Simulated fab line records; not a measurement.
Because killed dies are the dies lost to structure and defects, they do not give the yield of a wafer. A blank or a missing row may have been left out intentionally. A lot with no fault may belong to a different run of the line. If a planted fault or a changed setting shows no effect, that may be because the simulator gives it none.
What tool caused it? ; flow n5 finfet ; 24 lots with 72 wafers sampled at 5 steps, on a route of 1938 steps

WHAT THE GAUGES READ, wafer by wafer
N5_SD_EPI_N_OVL_MEAS_10.
lot;measured;on;SD_N_BLK_OVL (nm)
L074;day 3 01:07;overlay-01;-1.9 -0.7 -1.4
L075;day 3 07:40;overlay-01;0.2 -1.2 0.5
L076;day 3 12:05;overlay-02;-0.5 0.0 0.4
L077;day 3 19:59;overlay-01;-0.8 0.4 -0.3
L078;day 4 01:13;overlay-02;0.7 -0.3 1.6
L079;day 4 09:08;overlay-01;-0.8 0.0 -0.2
L080;day 4 15:49;overlay-02;-0.5 -0.4 -0.2
L081;day 4 22:20;overlay-02;-0.2 -0.4 0.6
L082;day 5 02:25;overlay-01;0.2 -0.8 0.4
L083;day 5 06:51;overlay-02;-0.1 0.2 0.0
L084;day 5 15:18;overlay-02;-2.3 -0.3 -1.2
L085;day 5 20:08;overlay-02;0.6 -0.2 0.6
L086;day 6 02:37;overlay-02;-1.1 0.5 0.7
L087;day 6 08:38;overlay-02;-0.4 1.2 0.6
L088;day 6 13:13;overlay-02;-0.4 0.2 0.6
L089;day 6 21:02;overlay-02;1.2 -0.7 0.7
L090;day 6 23:55;overlay-02;-1.2 -0.1 -0.8
L091;day 7 05:39;overlay-01;1.2 0.2 -1.0
L092;day 7 11:25;overlay-02;0.4 -1.3 -0.3
L093;day 7 18:46;overlay-02;0.0 1.3 -0.6
L094;day 8 03:49;overlay-02;-0.1 -2.2 -1.2
L095;day 8 07:26;overlay-01;-1.9 -1.3 -1.4
L096;day 8 13:55;overlay-01;-1.3 -1.3 -1.1
L097;day 8 22:26;overlay-02;-0.2 0.5 1.0

WHICH TOOL RAN EACH LOT (tool, then ch and the chambers of the sampled wafers, then the start)
lot;N5_STI_FIN_REVEAL_ETCH_34;N5_DUMMY_GATE_ALD_02;N5_DUMMY_GATE_CMP_04;N5_DUMMY_GATE_ETCH_37
L074;rie si-04 ch 0,1,2, day 2 12:13;ald sin-03 ch 0,1,3, day 2 14:05;cmp-03 ch 1,2,3, day 2 18:00;rie diel-06 ch 1,2,3, day 2 22:59
L075;rie si-03 ch 0,1,2, day 2 19:47;ald sin-02 ch 2,3, day 2 20:37;cmp-02 ch 2,3, day 3 00:28;rie diel-05 ch 0,2, day 3 05:29
L076;rie si-03 ch 0,1,3, day 3 00:21;ald sin-02 ch 1,2,3, day 3 01:10;cmp-02 ch 2,3, day 3 05:02;rie diel-06 ch 0,2, day 3 10:01
L077;rie si-04 ch 2,3, day 3 06:49;ald sin-03 ch 0,2, day 3 09:12;cmp-02 ch 1,3, day 3 13:05;rie diel-05 ch 0,1, day 3 17:52
L078;rie si-02 ch 1,2,3, day 3 13:14;ald sin-02 ch 0,2,3, day 3 14:04;cmp-03 ch 0,1,3, day 3 17:58;rie diel-05 ch 0,1, day 3 23:09
L079;rie si-04 ch 0,2,3, day 3 21:15;ald sin-04 ch 0,2,3, day 3 22:17;cmp-04 ch 1,3, day 4 02:08;rie diel-05 ch 0,1,2, day 4 06:56
L080;rie si-03 ch 0,1,2, day 4 03:18;ald sin-02 ch 1,2, day 4 04:05;cmp-04 ch 2,3, day 4 07:56;rie diel-06 ch 1,2,3, day 4 12:44
L081;rie si-03 ch 2,3, day 4 09:13;ald sin-02 ch 0,1, day 4 11:10;cmp-02 ch 1,2,3, day 4 15:10;rie diel-01 ch 0,2,3, day 4 20:11
L082;rie si-03 ch 0,2,3, day 4 13:15;ald sin-03 ch 1,2,3, day 4 15:22;cmp-02 ch 0,1,2, day 4 19:15;rie diel-05 ch 0,2,3, day 5 00:11
L083;rie si-04 ch 0,1,3, day 4 19:14;ald sin-02 ch 0,1,3, day 4 20:05;cmp-02 ch 1,2,3, day 4 23:55;rie diel-05 ch 0,1,3, day 5 04:43
L084;rie si-03 ch 0,1,2, day 5 02:11;ald sin-02 ch 0,1,2, day 5 03:55;cmp-04 ch 0,2, day 5 07:47;rie diel-06 ch 0,1,3, day 5 13:10
L085;rie si-02 ch 0,1, day 5 07:38;ald sin-04 ch 0,3, day 5 09:10;cmp-03 ch 0,2, day 5 13:00;rie diel-05 ch 2,3, day 5 17:57
L086;rie si-03 ch 0,1,2, day 5 14:14;ald sin-03 ch 0,1,3, day 5 15:02;cmp-04 ch 1,2,3, day 5 18:54;rie diel-05 ch 0,1,3, day 6 00:26
L087;rie si-03 ch 0,1,2, day 5 19:19;ald sin-02 ch 0,2,3, day 5 20:07;cmp-02 ch 0,1,2, day 6 01:47;rie diel-01 ch 1,2,3, day 6 06:43
L088;rie si-03 ch 0,1,2, day 6 01:04;ald sin-04 ch 1,3, day 6 02:15;cmp-03 ch 0,1, day 6 06:05;rie diel-06 ch 0,2,3, day 6 11:08
L089;rie si-04 ch 0,1,3, day 6 07:43;ald sin-04 ch 0,2,3, day 6 08:30;cmp-03 ch 0,1,3, day 6 14:10;rie diel-01 ch 1,2,3, day 6 19:01
L090;rie si-02 ch 0,2,3, day 6 11:56;ald sin-03 ch 0,1,2, day 6 13:08;cmp-03 ch 0,2,3, day 6 16:59;rie diel-05 ch 0,1,3, day 6 21:47
L091;rie si-03 ch 1,2, day 6 18:17;ald sin-04 ch 1,3, day 6 19:05;cmp-02 ch 2,3, day 6 22:55;rie diel-05 ch 2,3, day 7 03:44
L092;rie si-04 ch 0,1,2, day 6 23:47;ald sin-04 ch 1,2,3, day 7 00:34;cmp-03 ch 0,2,3, day 7 04:31;rie diel-01 ch 0,1,3, day 7 09:19
L093;rie si-03 ch 1,2, day 7 06:21;ald sin-02 ch 2,3, day 7 07:09;cmp-03 ch 0,1, day 7 11:01;rie diel-05 ch 1,2,3, day 7 15:49
L094;rie si-02 ch 1,2,3, day 7 13:05;ald sin-03 ch 0,2, day 7 15:03;cmp-03 ch 0,2, day 7 18:53;rie diel-06 ch 0,2, day 8 01:47
L095;rie si-02 ch 0,1,3, day 7 17:39;ald sin-02 ch 0,1,2, day 7 18:27;cmp-03 ch 1,3, day 8 00:10;rie diel-05 ch 2,3, day 8 05:04
L096;rie si-02 ch 1,2,3, day 8 01:10;ald sin-03 ch 0,1,3, day 8 01:56;cmp-04 ch 1,2,3, day 8 05:50;rie diel-01 ch 0,1,3, day 8 11:02
L097;rie si-04 ch 0,1,3, day 8 06:37;ald sin-03 ch 0,2,3, day 8 07:25;cmp-02 ch 0,1,3, day 8 13:05;rie diel-01 ch 0,1,3, day 8 19:51
- N5_STI_FIN_REVEAL_ETCH_34: etches Si in H2, material Si, target depth 0.97 nm.
- N5_DUMMY_GATE_ALD_02: deposits SiO2, target thk 2 nm, pulse time 1 s.
- N5_DUMMY_GATE_CMP_04: polishes a-Si.
- N5_DUMMY_GATE_ETCH_37: etches SOC in N2/H2, target depth 60 nm, overetch 30 nm.

WHAT THE TOOLS THEMSELVES READ (means of the sampled wafers that have a number; where no wafer has one, the mark that the record gives instead)
N5_STI_FIN_REVEAL_ETCH_34.
lot;tool;drypump motor current A (A);he backside leak sccm (sccm);oes product au (a.u.);throttle valve pct (%)
L074;rie si-04;6.0;2.7;0.995;26.2
L075;rie si-03;5.7;2.9;1.010;25.2
L076;rie si-03;5.7;2.7;0.997;25.3
L077;rie si-04;5.9;2.7;0.994;25.8
L078;rie si-02;5.6;2.6;1.023;25.7
L079;rie si-04;6.0;2.7;0.986;25.9
L080;rie si-03;5.7;2.8;1.006;25.2
L081;rie si-03;5.9;2.4;1.004;25.3
L082;rie si-03;6.0;2.5;1.009;25.2
L083;rie si-04;5.9;2.5;0.982;25.7
L084;rie si-03;5.7;2.8;0.996;25.2
L085;rie si-02;5.6;2.5;0.993;25.9
L086;rie si-03;5.7;2.8;0.998;25.2
L087;rie si-03;5.7;2.8;1.005;25.2
L088;rie si-03;5.7;2.8;1.010;25.2
L089;rie si-04;5.9;2.5;0.986;25.6
L090;rie si-02;5.3;2.5;1.002;25.9
L091;rie si-03;5.3;3.1;0.984;25.3
L092;rie si-04;6.0;3.3;0.986;26.2
L093;rie si-03;5.3;3.0;0.989;25.3
L094;rie si-02;5.6;2.7;1.010;25.8
L095;rie si-02;5.7;2.4;1.006;25.7
L096;rie si-02;5.6;2.4;1.012;25.8
L097;rie si-04;5.9;2.5;0.980;25.8

N5_DUMMY_GATE_ALD_02.
lot;tool;heater power w (W);precursor pulse height rel
L074;ald sin-03;518;1.018
L075;ald sin-02;450;0.990
L076;ald sin-02;472;0.994
L077;ald sin-03;468;1.000
L078;ald sin-02;422;1.007
L079;ald sin-04;486;1.004
L080;ald sin-02;485;1.008
L081;ald sin-02;427;0.991
L082;ald sin-03;499;1.002
L083;ald sin-02;457;0.997
L084;ald sin-02;437;0.996
L085;ald sin-04;453;1.024
L086;ald sin-03;519;1.006
L087;ald sin-02;428;0.994
L088;ald sin-04;436;0.999
L089;ald sin-04;485;0.975
L090;ald sin-03;458;0.983
L091;ald sin-04;434;0.997
L092;ald sin-04;474;0.981
L093;ald sin-02;439;0.995
L094;ald sin-03;473;1.006
L095;ald sin-02;449;0.999
L096;ald sin-03;513;0.993
L097;ald sin-03;501;1.009

N5_DUMMY_GATE_CMP_04.
lot;tool;motor current A (A);pad life wafers;slurry filter dp kPa (kPa);time to endpoint s (s)
L074;cmp-03;10.2;1658;13.45;14.9
L075;cmp-02;10.6;1530;13.45;13.1
L076;cmp-02;9.7;1578;13.53;14.2
L077;cmp-02;9.5;1646;13.45;14.3
L078;cmp-03;9.3;1874;13.66;14.0
L079;cmp-04;9.7;1207;13.44;12.2
L080;cmp-04;9.4;1248;13.44;15.2
L081;cmp-02;9.4;1851;13.50;15.4
L082;cmp-02;9.1;1904;13.49;13.9
L083;cmp-02;9.3;1940;13.42;11.9
L084;cmp-04;9.9;1358;13.66;10.5
L085;cmp-03;9.6;145;13.51;14.9
L086;cmp-04;10.1;1448;13.37;14.1
L087;cmp-02;8.9;2108;13.53;12.5
L088;cmp-03;10.8;284;13.56;12.1
L089;cmp-03;9.9;373;13.42;13.1
L090;cmp-03;9.3;410;13.49;12.7
L091;cmp-02;10.7;110;13.57;10.7
L092;cmp-03;9.1;477;13.48;14.1
L093;cmp-03;9.6;540;13.64;11.1
L094;cmp-03;9.4;625;13.55;15.1
L095;cmp-03;9.7;662;13.52;13.9
L096;cmp-04;9.7;1964;13.38;12.5
L097;cmp-02;9.7;350;13.49;12.3

N5_DUMMY_GATE_ETCH_37.
lot;tool;drypump motor current A (A);oes product au (a.u.);rf vpp V (V);showerhead plenum p Torr (Torr);throttle valve pct (%)
L074;rie diel-06;5.38;0.62;524.8;2.55;17.83
L075;rie diel-05;5.77;0.69;526.0;2.63;17.83
L076;rie diel-06;5.64;0.60;525.2;2.59;17.88
L077;rie diel-05;5.55;0.65;525.5;2.62;17.66
L078;rie diel-05;5.51;0.65;525.6;2.62;17.66
L079;rie diel-05;5.63;0.66;526.2;2.62;17.76
L080;rie diel-06;5.38;0.61;524.7;2.55;17.85
L081;rie diel-01;5.72;0.57;525.3;2.59;17.89
L082;rie diel-05;5.72;0.62;526.4;2.59;17.83
L083;rie diel-05;5.63;0.61;524.7;2.59;17.75
L084;rie diel-06;5.48;0.61;525.2;2.58;17.87
L085;rie diel-05;5.55;0.66;523.9;2.58;17.89
L086;rie diel-05;5.62;0.61;525.6;2.58;17.76
L087;rie diel-01;5.66;0.57;524.9;2.60;17.89
L088;rie diel-06;5.57;0.61;523.9;2.56;17.90
L089;rie diel-01;5.67;0.57;525.4;2.60;17.91
L090;rie diel-05;5.63;0.60;524.8;2.58;17.76
L091;rie diel-05;5.55;0.64;524.1;2.57;17.92
L092;rie diel-01;5.95;0.64;526.1;2.63;17.95
L093;rie diel-05;5.45;0.63;524.4;2.56;17.84
L094;rie diel-06;5.66;0.58;523.5;2.57;17.94
L095;rie diel-05;5.56;0.64;525.1;2.57;17.92
L096;rie diel-01;5.93;0.62;525.9;2.63;17.97
L097;rie diel-01;5.92;0.62;526.2;2.62;17.97

THE ANSWER, worked out from the rows above alone
Rule: the usual values come from the lots themselves. Put in order of their means at a reading, lots are off if they are a third of the lots or fewer, leave a main group of 4 or more, and stand apart from it by a gap of 3 or more times the standard deviation of the main group's means; of several such gaps the widest counts. If all means in a main group match to the digits the tables above print for the reading, that group is not used. Also off: a lot with no number at a reading for which 4 or more lots have one. Any other lot the step has rows for is counted as sound. Order of review: gauges by route order, followed by the tools' own readings, for which a lot's mean as printed above is used. The first step at which some lot is off is used, and at that step the reading that is off furthest; a lot without a number counts as furthest.
Nothing can be told from this: no lot is off at any reading shown.

WHAT WAS PUT IN BY THE SIMULATOR
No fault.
